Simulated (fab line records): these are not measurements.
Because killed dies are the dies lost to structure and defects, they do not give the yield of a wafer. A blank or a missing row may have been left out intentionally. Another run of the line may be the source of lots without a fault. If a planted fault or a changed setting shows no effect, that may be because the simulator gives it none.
Which tool was responsible? | flow n5 finfet | 24 lots, 72 wafers sampled, at 6 steps of a route of 1938

## WHAT EACH GAUGE READ, for each wafer
N5_HKMG_FIN_INSPECT_28: inspects for defects (darkfield). Usual: raw defect count 37, standard deviation 18.
lot  | measured     | on                | raw defect count | flag
L074 | day 4 08:53  | defect inspect-01 | 24 28 25         |
L075 | day 4 17:28  | defect inspect-01 | 51 95 78         |
L076 | day 4 21:47  | defect inspect-02 | 36 65 56         |
L077 | day 5 02:22  | defect inspect-01 | 15 42 29         |
L078 | day 5 08:43  | defect inspect-02 | 37 37 30         |
L079 | day 5 15:33  | defect inspect-02 | 27 37 20         |
L080 | day 5 23:10  | defect inspect-02 | 59 39 56         |
L081 | day 6 04:30  | defect inspect-02 | 53 75 21         |
L082 | day 6 08:28  | defect inspect-01 | 27 14 37         |
L083 | day 6 16:46  | defect inspect-02 | 28 62 34         |
L084 | day 6 20:49  | defect inspect-01 | 42 26 19         |
L085 | day 7 00:25  | defect inspect-01 | 33 42 48         |
L086 | day 7 09:57  | defect inspect-02 | 32 17 16         |
L087 | day 7 16:12  | defect inspect-01 | 51 32 35         |
L088 | day 7 19:02  | defect inspect-01 | 47 17 26         |
L089 | day 8 02:10  | defect inspect-01 | 36 29 13         |
L090 | day 8 11:36  | defect inspect-01 | 37 37 45         |
L091 | day 8 14:56  | defect inspect-01 | 26 21 18         |
L092 | day 8 19:29  | defect inspect-02 | 57 81 72         |
L093 | day 9 04:15  | defect inspect-02 | 47 23 25         |
L094 | day 9 12:06  | defect inspect-01 | 30 45 92         |
L095 | day 9 14:56  | defect inspect-02 | 26 25 19         |
L096 | day 9 20:23  | defect inspect-02 | 52 26 57         |
L097 | day 10 06:04 | defect inspect-02 | 21 20 17         |

N5_MOL_CONTACT_COAG_OVL_MEAS_09. Usual: CA_OVL typically reads 0.0 nm, with standard deviation 0.6.
lot  | measured     | on         | CA_OVL (nm)    | flag
L074 | day 4 16:35  | overlay-02 | -0.3 0.4 0.0   |
L075 | day 5 01:01  | overlay-02 | 0.4 0.6 0.5    |
L076 | day 5 06:32  | overlay-02 | -0.3 0.3 -0.4  |
L077 | day 5 10:12  | overlay-01 | 0.3 -0.8 -0.9  |
L078 | day 5 16:37  | overlay-02 | -0.7 0.4 -0.1  |
L079 | day 5 23:49  | overlay-01 | 0.0 -0.6 0.8   |
L080 | day 6 06:56  | overlay-01 | 0.3 0.9 0.0    |
L081 | day 6 13:32  | overlay-01 | -0.3 -0.2 0.9  |
L082 | day 6 16:26  | overlay-01 | 0.1 0.6 -0.6   |
L083 | day 7 00:34  | overlay-01 | 0.1 -0.6 -0.7  |
L084 | day 7 04:30  | overlay-02 | -0.7 0.4 -0.8  |
L085 | day 7 07:58  | overlay-02 | 0.3 0.5 1.0    |
L086 | day 7 17:49  | overlay-02 | 0.4 1.0 0.4    |
L087 | day 7 23:49  | overlay-02 | -0.5 0.2 -0.2  |
L088 | day 8 02:25  | overlay-02 | 0.3 0.3 -0.3   |
L089 | day 8 10:22  | overlay-02 | -0.1 0.9 -0.1  |
L090 | day 8 21:01  | overlay-01 | -0.8 -0.4 0.0  |
L091 | day 8 23:12  | overlay-01 | -0.4 0.0 -0.2  |
L092 | day 9 04:26  | overlay-02 | 0.2 -1.0 -0.2  |
L093 | day 9 11:54  | overlay-01 | -0.4 0.3 0.6   |
L094 | day 9 20:38  | overlay-02 | -0.6 0.2 0.1   |
L095 | day 10 00:48 | overlay-01 | 0.3 -0.7 0.0   |
L096 | day 10 08:23 | overlay-02 | 0.6 0.9 1.3    |
L097 | day 10 15:02 | overlay-01 | -0.3 -1.2 -1.4 |

N5_MOL_CONTACT_COAG_THK_MEAS_29. Usual: MD_CAP_THK typically reads 17.95 nm, with standard deviation 0.08.
lot  | measured     | on            | MD_CAP_THK (nm)   | flag
L074 | day 5 02:30  | film metro-02 | 18.01 17.99 17.90 |
L075 | day 5 10:10  | film metro-01 | 17.85 17.98 17.87 |
L076 | day 5 15:08  | film metro-01 | 17.97 17.83 17.87 |
L077 | day 5 20:52  | film metro-02 | 17.89 18.08 17.92 |
L078 | day 6 01:40  | film metro-01 | 18.07 17.98 18.00 |
L079 | day 6 10:36  | film metro-01 | 17.92 17.87 17.97 |
L080 | day 6 14:17  | film metro-01 | 17.90 17.88 18.03 |
L081 | day 6 21:05  | film metro-01 | 18.01 18.10 17.99 |
L082 | day 7 01:40  | film metro-01 | 18.00 17.93 17.96 |
L083 | day 7 13:28  | film metro-02 | 17.87 18.00 17.90 |
L084 | day 7 15:05  | film metro-02 | 17.94 17.88 18.09 |
L085 | day 7 20:02  | film metro-01 | 17.93 17.97 18.05 |
L086 | day 8 01:41  | film metro-02 | 18.05 18.03 17.94 |
L087 | day 8 08:02  | film metro-02 | 17.82 17.94 17.87 |
L088 | day 8 11:11  | film metro-01 | 17.76 17.84 17.81 |
L089 | day 8 20:32  | film metro-01 | 17.83 17.92 17.94 |
L090 | day 9 08:40  | film metro-02 | 17.89 17.93 17.91 |
L091 | day 9 09:35  | film metro-02 | 18.08 18.03 18.02 |
L092 | day 9 12:07  | film metro-02 | 17.81 17.86 17.84 |
L093 | day 9 21:44  | film metro-01 | 17.92 18.06 18.01 |
L094 | day 10 05:25 | film metro-02 | 17.93 17.95 17.90 |
L095 | day 10 10:52 | film metro-01 | 17.92 18.05 17.85 |
L096 | day 10 21:04 | film metro-01 | 18.02 18.10 17.86 |
L097 | day 11 02:51 | film metro-01 | 18.01 17.91 17.85 |

## TOOL THAT RAN EACH LOT (tool first, then ch and the chambers of the sampled wafers, then the start)
lot  | N5_GATE_CUT_STRIP_41               | N5_GATE_CUT_ETCH_47               | N5_MOL_CONTACT_COAG_ALD_20
L074 | rie diel-04 ch 0,2,3, day 4 12:58  | rie metal-01 ch 0,1, day 4 13:17  | ald metal-01 ch 0,1, day 4 17:44
L075 | rie diel-04 ch 0,1,3, day 4 21:33  | rie metal-03 ch 0,1, day 4 21:52  | ald metal-01 ch 0,2,3, day 5 02:42
L076 | rie diel-01 ch 0,2,3, day 5 02:56  | rie metal-03 ch 0,1, day 5 03:16  | ald metal-01 ch 0,2,3, day 5 07:38
L077 | rie diel-01 ch 1,2, day 5 06:25    | rie metal-01 ch 0, day 5 06:55    | ald metal-01 ch 1,2,3, day 5 11:47
L078 | rie diel-01 ch 1,3, day 5 12:50    | rie metal-02 ch 0,1, day 5 13:09  | ald metal-03 ch 0,1,3, day 5 18:18
L079 | rie diel-04 ch 0,1,2, day 5 19:36  | rie metal-02 ch 0,1, day 5 19:56  | ald metal-01 ch 0,3, day 6 04:27
L080 | rie diel-01 ch 0,3, day 6 03:27    | rie metal-01 ch 0,1, day 6 03:47  | ald metal-01 ch 0,1,3, day 6 08:07
L081 | rie diel-02 ch 1,2,3, day 6 08:37  | rie metal-02 ch 0,1, day 6 08:55  | ald metal-01 ch 0,1,3, day 6 14:42
L082 | rie diel-04 ch 0,1,3, day 6 12:34  | rie metal-03 ch 0,1, day 6 12:53  | ald metal-01 ch 0,1,2, day 6 17:55
L083 | rie diel-04 ch 0,2,3, day 6 20:52  | rie metal-02 ch 0,1, day 6 21:11  | ald metal-04 ch 2,3, day 7 04:04
L084 | rie diel-01 ch 0,2,3, day 7 00:45  | rie metal-02 ch 0,1, day 7 01:04  | ald metal-04 ch 0,1,3, day 7 07:02
L085 | rie diel-01 ch 0,3, day 7 04:29    | rie metal-03 ch 0,1, day 7 04:49  | ald metal-04 ch 1,3, day 7 10:13
L086 | rie diel-04 ch 0,1, day 7 14:13    | rie metal-03 ch 0,1, day 7 14:32  | ald metal-03 ch 0,2, day 7 19:10
L087 | rie diel-01 ch 0,1, day 7 20:08    | rie metal-01 ch 0,1, day 7 20:27  | ald metal-01 ch 0,2,3, day 8 00:53
L088 | rie diel-02 ch 0,2, day 7 22:57    | rie metal-01 ch 0,1, day 7 23:16  | ald metal-04 ch 0,2,3, day 8 05:09
L089 | rie diel-01 ch 0,1,2, day 8 06:27  | rie metal-01 ch 0,1, day 8 06:46  | ald metal-01 ch 0,2,3, day 8 11:29
L090 | rie diel-01 ch 0,2,3, day 8 16:06  | rie metal-02 ch 0,1, day 8 16:25  | ald metal-01 ch 1,2,3, day 8 22:07
L091 | rie diel-01 ch 0,2,3, day 8 19:13  | rie metal-02 ch 0,1, day 8 19:32  | ald metal-01 ch 0,2,3, day 9 03:40
L092 | rie diel-02 ch 0,1, day 9 00:58    | rie metal-03 ch 0,1, day 9 01:17  | ald metal-01 ch 0,2,3, day 9 05:43
L093 | rie diel-02 ch 0,2,3, day 9 08:11  | rie metal-02 ch 0,1, day 9 08:30  | ald metal-01 ch 1,2, day 9 14:20
L094 | rie diel-04 ch 1,2, day 9 16:10    | rie metal-02 ch 0, day 9 16:29    | ald metal-01 ch 1,3, day 9 21:55
L095 | rie diel-01 ch 0,2,3, day 9 19:59  | rie metal-02 ch 0,1, day 9 20:19  | ald metal-04 ch 0,2, day 10 01:58
L096 | rie diel-02 ch 0,2, day 10 02:25   | rie metal-01 ch 0,1, day 10 02:44 | ald metal-03 ch 1,2, day 10 09:41
L097 | rie diel-01 ch 1,2,3, day 10 10:56 | rie metal-01 ch 0,1, day 10 11:15 | ald metal-04 ch 1,3, day 10 18:36
- N5_GATE_CUT_STRIP_41: strips in CF4.
- N5_GATE_CUT_ETCH_47: etches SiO2 in Cl2/BCl3, target depth 10 nm.
- N5_MOL_CONTACT_COAG_ALD_20: deposits TiN, target thk 1.5 nm, pulse time 1 s, purge time 3 s.

## AS READ BY THE TOOLS THEMSELVES (means over the sampled wafers that have a number; for cases with no such wafer, the mark the record gives instead)
N5_GATE_CUT_STRIP_41. Usual: drypump motor current A 5.4 A, standard deviation 0.46; oes product au 0.173 a.u., standard deviation 0.01; rf vpp V 271.9 V, standard deviation 1.4; showerhead plenum p Torr 1.83 Torr, standard deviation 0.047; throttle valve pct 13.64 %, standard deviation 0.2.
lot  | tool        | drypump motor current A (A) | oes product au (a.u.) | rf vpp V (V) | showerhead plenum p Torr (Torr) | throttle valve pct (%) | flag
L074 | rie diel-04 | 5.8                         | 0.177                 | 271.8        | 1.81                            | 13.64                  |
L075 | rie diel-04 | 5.9                         | 0.170                 | 269.8        | 1.79                            | 13.67                  |
L076 | rie diel-01 | 5.0                         | 0.181                 | 272.6        | 1.85                            | 13.50                  |
L077 | rie diel-01 | 5.5                         | 0.171                 | 272.0        | 1.84                            | 13.81                  |
L078 | rie diel-01 | 5.4                         | 0.167                 | 272.3        | 1.86                            | 13.74                  |
L079 | rie diel-04 | 5.9                         | 0.165                 | 271.0        | 1.78                            | 13.76                  |
L080 | rie diel-01 | 4.9                         | 0.173                 | 272.8        | 1.87                            | 13.44                  |
L081 | rie diel-02 | 5.1                         | 0.192                 | 273.5        | 1.88                            | 13.49                  |
L082 | rie diel-04 | 5.9                         | 0.167                 | 271.0        | 1.78                            | 13.69                  |
L083 | rie diel-04 | 5.8                         | 0.171                 | 271.9        | 1.81                            | 13.68                  |
L084 | rie diel-01 | 5.1                         | 0.176                 | 271.8        | 1.85                            | 13.55                  |
L085 | rie diel-01 | 5.2                         | 0.176                 | 272.8        | 1.87                            | 13.44                  |
L086 | rie diel-04 | 6.1                         | 0.164                 | 270.6        | 1.80                            | 13.88                  |
L087 | rie diel-01 | 5.7                         | 0.164                 | 271.4        | 1.86                            | 13.76                  |
L088 | rie diel-02 | 4.9                         | 0.185                 | 272.5        | 1.87                            | 13.80                  |
L089 | rie diel-01 | 5.4                         | 0.175                 | 271.9        | 1.84                            | 13.71                  |
L090 | rie diel-01 | 5.0                         | 0.169                 | 272.4        | 1.84                            | 13.57                  |
L091 | rie diel-01 | 5.1                         | 0.176                 | 272.0        | 1.84                            | 13.55                  |
L092 | rie diel-02 | 5.1                         | 0.165                 | 272.7        | 1.85                            | 13.65                  |
L093 | rie diel-02 | 5.1                         | 0.182                 | 272.6        | 1.87                            | 13.66                  |
L094 | rie diel-04 | 5.9                         | 0.158                 | 269.9        | 1.72                            | 13.76                  |
L095 | rie diel-01 | 5.0                         | 0.174                 | 272.0        | 1.84                            | 13.58                  |
L096 | rie diel-02 | 5.0                         | 0.169                 | 272.5        | 1.85                            | 13.80                  |
L097 | rie diel-01 | 5.1                         | 0.169                 | 271.8        | 1.83                            | 13.75                  |

N5_GATE_CUT_ETCH_47. Usual: drypump motor current A 5.4 A, standard deviation 0.46; oes product au 0.76 a.u., standard deviation 0.11; throttle valve pct 22.70 %, standard deviation 0.13.
lot  | tool         | drypump motor current A (A) | oes product au (a.u.) | throttle valve pct (%) | flag
L074 | rie metal-01 | 5.0                         | 0.80                  | 22.70                  |
L075 | rie metal-03 | 5.7                         | 0.70                  | 22.78                  |
L076 | rie metal-03 | 5.6                         | 0.76                  | 22.83                  |
L077 | rie metal-01 | 5.0                         | 0.88                  | 22.62                  |
L078 | rie metal-02 | 5.4                         | 0.74                  | 22.59                  |
L079 | rie metal-02 | 5.7                         | 0.80                  | 22.66                  |
L080 | rie metal-01 | 5.0                         | 0.70                  | 22.79                  |
L081 | rie metal-02 | 5.3                         | 0.74                  | 22.58                  |
L082 | rie metal-03 | 5.7                         | 0.69                  | 22.79                  |
L083 | rie metal-02 | 5.7                         | 0.80                  | 22.66                  |
L084 | rie metal-02 | 5.4                         | 0.73                  | 22.58                  |
L085 | rie metal-03 | 5.6                         | 0.74                  | 22.84                  |
L086 | rie metal-03 | 5.6                         | 0.75                  | 22.84                  |
L087 | rie metal-01 | 5.0                         | 0.68                  | 22.81                  |
L088 | rie metal-01 | 5.0                         | 0.76                  | 22.71                  |
L089 | rie metal-01 | 5.0                         | 0.68                  | 22.81                  |
L090 | rie metal-02 | 5.3                         | 0.73                  | 22.60                  |
L091 | rie metal-02 | 5.4                         | 0.72                  | 22.60                  |
L092 | rie metal-03 | 5.6                         | 0.74                  | 22.86                  |
L093 | rie metal-02 | 5.7                         | 0.78                  | 22.67                  |
L094 | rie metal-02 | 6.1                         | 0.84                  | 22.74                  |
L095 | rie metal-02 | 5.3                         | 0.72                  | 22.60                  |
L096 | rie metal-01 | 5.0                         | 0.88                  | 22.63                  |
L097 | rie metal-01 | 5.0                         | 0.87                  | 22.63                  |

N5_MOL_CONTACT_COAG_ALD_20. Usual: heater power w 916 W, standard deviation 51; precursor pulse height rel 1.000, standard deviation 0.02; susceptor temp C 400.02 C, standard deviation 0.22.
lot  | tool         | heater power w (W) | precursor pulse height rel | susceptor temp C (C) | flag
L074 | ald metal-01 | 909                | 1.002                      | 400.05               |
L075 | ald metal-01 | 916                | 0.994                      | 399.97               |
L076 | ald metal-01 | 913                | 0.999                      | 399.82               |
L077 | ald metal-01 | 923                | 0.993                      | 400.29               |
L078 | ald metal-03 | 912                | 1.002                      | 400.16               |
L079 | ald metal-01 | 910                | 1.003                      | 399.85               |
L080 | ald metal-01 | 905                | 1.022                      | 400.14               |
L081 | ald metal-01 | 930                | 1.035                      | 399.90               |
L082 | ald metal-01 | 920                | 1.011                      | 399.96               |
L083 | ald metal-04 | 860                | 1.002                      | 400.14               |
L084 | ald metal-04 | 931                | 1.014                      | 400.07               |
L085 | ald metal-04 | 872                | 1.028                      | 400.00               |
L086 | ald metal-03 | 943                | 1.027                      | 400.17               |
L087 | ald metal-01 | 931                | 1.006                      | 399.94               |
L088 | ald metal-04 | 874                | 1.006                      | 400.11               |
L089 | ald metal-01 | 920                | 1.010                      | 399.77               |
L090 | ald metal-01 | 921                | 0.997                      | 399.82               |
L091 | ald metal-01 | 930                | 0.994                      | 400.31               |
L092 | ald metal-01 | 912                | 1.002                      | 400.07               |
L093 | ald metal-01 | 905                | 0.987                      | 400.04               |
L094 | ald metal-01 | 918                | 1.009                      | 399.94               |
L095 | ald metal-04 | 932                | 0.998                      | 399.83               |
L096 | ald metal-03 | 926                | 0.986                      | 399.89               |
L097 | ald metal-04 | 868                | 1.002                      | 400.18               |

## THE ANSWER, worked out from the rows above alone
Rule: a lot counts as off when the mean over its wafers that have a number is more than 3 standard deviations away from the usual mean. Also off: a lot with no number at a reading for which 4 or more lots have one. The other lots that the step has rows for count as sound. After the gauges, taken in route order, come the tools' own readings; for these a lot's mean is taken, as printed above. At the first step where some lot is off, the reading lying furthest off is the one used; lots without a number count as furthest.
None of the lots is off at any reading shown; this tells nothing.

## WHAT WAS PUT IN BY THE SIMULATOR
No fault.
